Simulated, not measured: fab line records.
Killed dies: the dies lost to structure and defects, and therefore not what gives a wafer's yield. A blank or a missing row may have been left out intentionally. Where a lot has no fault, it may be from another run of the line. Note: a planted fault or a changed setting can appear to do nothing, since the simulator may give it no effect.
Chamber matching ; flow nand harc ; NHARC_A_ZERO_WELL_DESCUM_12 on rie diel-04: 4 sister chambers
The step chemistry O2, time 3 s. 16 wafers are shown with their chamber, then 7 later ones without.

WAFERS PAIRED WITH THEIR CHAMBERS
wafer;chamber;drypump motor current A (A);throttle valve pct (%);oes product au (a.u.)
L573.2;0;5.6;11.307;0.993
L573.3;3;5.6;11.310;1.007
L573.4;2;5.3;11.310;1.003
L574.1;3;5.6;11.308;1.003
L574.2;0;5.6;11.314;0.994
L574.4;2;5.3;11.315;1.010
L583.3;0;5.6;11.330;0.994
L583.4;3;5.6;11.315;0.991
L589.4;0;5.6;11.300;1.004
L589.5;3;5.6;11.302;0.980
L589.6;0;5.6;11.319;1.014
L590.1;0;5.6;11.307;0.995
L590.3;3;5.5;11.309;0.992
L590.5;1;6.4;11.324;0.988
L591.2;1;6.4;11.316;1.005
L591.4;0;5.6;11.319;0.986

SIGNATURES, as means of the wafers listed above
reading;chamber 0;chamber 1;chamber 2;chamber 3;scatter within a chamber
drypump motor current A;5.600;6.400;5.300;5.580;0.0258
throttle valve pct;11.31371;11.32000;11.31250;11.30880;0.0078
oes product au;0.99714;0.99650;1.00650;0.99460;0.00967
Rule: for a wafer and a chamber, the distance is found by dividing, reading by reading, the gap between the wafer's reading and the chamber's mean by the reading's scatter, squaring, summing and taking the root. The wafer belongs to the nearest chamber; if the next one is less than 2 further off, it can't be placed. The scatter: the root of (the sum of the squares of (reading less its chamber's mean) over the shown wafers, divided by (wafers less chambers)).

WAFERS MISSING THEIR CHAMBER
wafer;drypump motor current A (A);throttle valve pct (%);oes product au (a.u.)
L591.6;6.4;11.323;0.995
L592.3;6.4;11.323;0.999
L592.5;5.5;11.296;0.993
L592.6;5.3;11.307;0.989
L594.1;6.4;11.316;1.002
L594.3;5.6;11.321;0.992
L594.5;5.6;11.317;1.003

CHAMBER TAKEN BY EACH
wafer;from the rows above;in truth
L591.6;1;1
L592.3;1;1
L592.5;can't be placed: 3 or 0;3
L592.6;2;2
L594.1;1;1
L594.3;can't be placed: 0 or 3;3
L594.5;can't be placed: 0 or 3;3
Correct placement for 4 of the 7. Cannot be placed on the basis of these rows: 3; the candidates contain the true chamber in 3. Placed wrongly: 0.
